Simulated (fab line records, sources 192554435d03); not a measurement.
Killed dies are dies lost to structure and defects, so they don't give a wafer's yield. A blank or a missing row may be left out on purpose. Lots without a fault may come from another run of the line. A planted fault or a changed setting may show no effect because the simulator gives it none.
Chamber matching | flow n5_finfet | N5_BEOL_M13_ETCH_38 on rie_diel-03: 4 sister chambers
The step etches SiCN in CF4/N2, target depth 67.5 nm, time 71.9 s. 24 wafers are shown with their chamber, then 12 later ones without.

WAFERS WITH THEIR CHAMBER
wafer  | chamber | showerhead_plenum_p_Torr (Torr) | drypump_motor_current_A (A) | oes_product_au (a.u.)
L074.1 | 3       | 2.11                            | 5.2                         | 0.72
L074.2 | 2       | 2.14                            | 5.9                         | 0.95
L074.3 | 0       | 2.28                            | 5.4                         | 0.70
L074.4 | 3       | 2.11                            | 5.2                         | 0.72
L074.5 | 0       | 2.28                            | 5.4                         | 0.70
L074.6 | 2       | 2.14                            | 5.9                         | 0.95
L077.1 | 2       | 2.14                            | 5.8                         | 0.94
L077.4 | 0       | 2.28                            | 5.4                         | 0.70
L077.6 | 3       | 2.11                            | 5.2                         | 0.71
L080.3 | 3       | 2.11                            | 5.2                         | 0.71
L080.4 | 0       | 2.28                            | 5.4                         | 0.71
L080.5 | 0       | 2.28                            | 5.4                         | 0.71
L082.1 | 0       | 2.28                            | 5.4                         | 0.71
L082.5 | 0       | 2.28                            | 5.4                         | 0.71
L082.6 | 1       | 2.17                            | 5.1                         | 0.94
L085.1 | 3       | 2.11                            | 5.2                         | 0.71
L085.3 | 1       | 2.17                            | 5.1                         | 0.94
L085.4 | 0       | 2.28                            | 5.4                         | 0.70
L088.1 | 3       | 2.11                            | 5.2                         | 0.71
L088.2 | 1       | 2.17                            | 5.1                         | 0.93
L088.5 | 3       | 2.11                            | 5.2                         | 0.70
L086.1 | 3       | 2.11                            | 5.2                         | 0.70
L086.3 | 0       | 2.27                            | 5.4                         | 0.71
L086.5 | 2       | 2.14                            | 5.8                         | 0.92

SIGNATURES (means of the wafers above)
reading                  | chamber 0 | chamber 1 | chamber 2 | chamber 3 | scatter within a chamber
showerhead_plenum_p_Torr | 2.2789    | 2.1700    | 2.1400    | 2.1100    | 0.00211
drypump_motor_current_A  | 5.400     | 5.100     | 5.850     | 5.200     | 0.0224
oes_product_au           | 0.7056    | 0.9367    | 0.9400    | 0.7100    | 0.00803
Rule: a wafer's distance from a chamber is the root of the sum, over the readings, of the square of ((its reading less the chamber's mean) divided by the reading's scatter). The wafer belongs to the nearest chamber; if the next one is less than 2 further off, it can't be placed. The scatter: the root of (the sum of the squares of (reading less its chamber's mean) over the shown wafers, divided by (wafers less chambers)).

WAFERS WITHOUT THEIR CHAMBER
wafer  | showerhead_plenum_p_Torr (Torr) | drypump_motor_current_A (A) | oes_product_au (a.u.)
L087.3 | 2.17                            | 5.1                         | 0.91
L087.4 | 2.14                            | 5.9                         | 0.91
L087.5 | 2.10                            | 5.2                         | 0.70
L090.1 | 2.27                            | 5.4                         | 0.69
L090.2 | 2.17                            | 5.1                         | 0.90
L090.3 | 2.10                            | 5.2                         | 0.68
L091.1 | 2.10                            | 5.2                         | 0.69
L091.3 | 2.16                            | 5.1                         | 0.89
L091.6 | 2.10                            | 5.2                         | 0.70
L092.1 | 2.13                            | 5.8                         | 0.89
L092.4 | 2.16                            | 5.1                         | 0.89
L092.6 | 2.10                            | 5.2                         | 0.69

WHICH CHAMBER EACH WENT THROUGH
wafer  | from the rows above | in truth
L087.3 | 1                   | 1
L087.4 | 2                   | 2
L087.5 | 3                   | 3
L090.1 | 0                   | 0
L090.2 | 1                   | 1
L090.3 | 3                   | 3
L091.1 | 3                   | 3
L091.3 | 1                   | 1
L091.6 | 3                   | 3
L092.1 | 2                   | 2
L092.4 | 1                   | 1
L092.6 | 3                   | 3
Placed correctly: 12 of 12. Can't be placed from these rows: 0. Placed wrongly: 0.
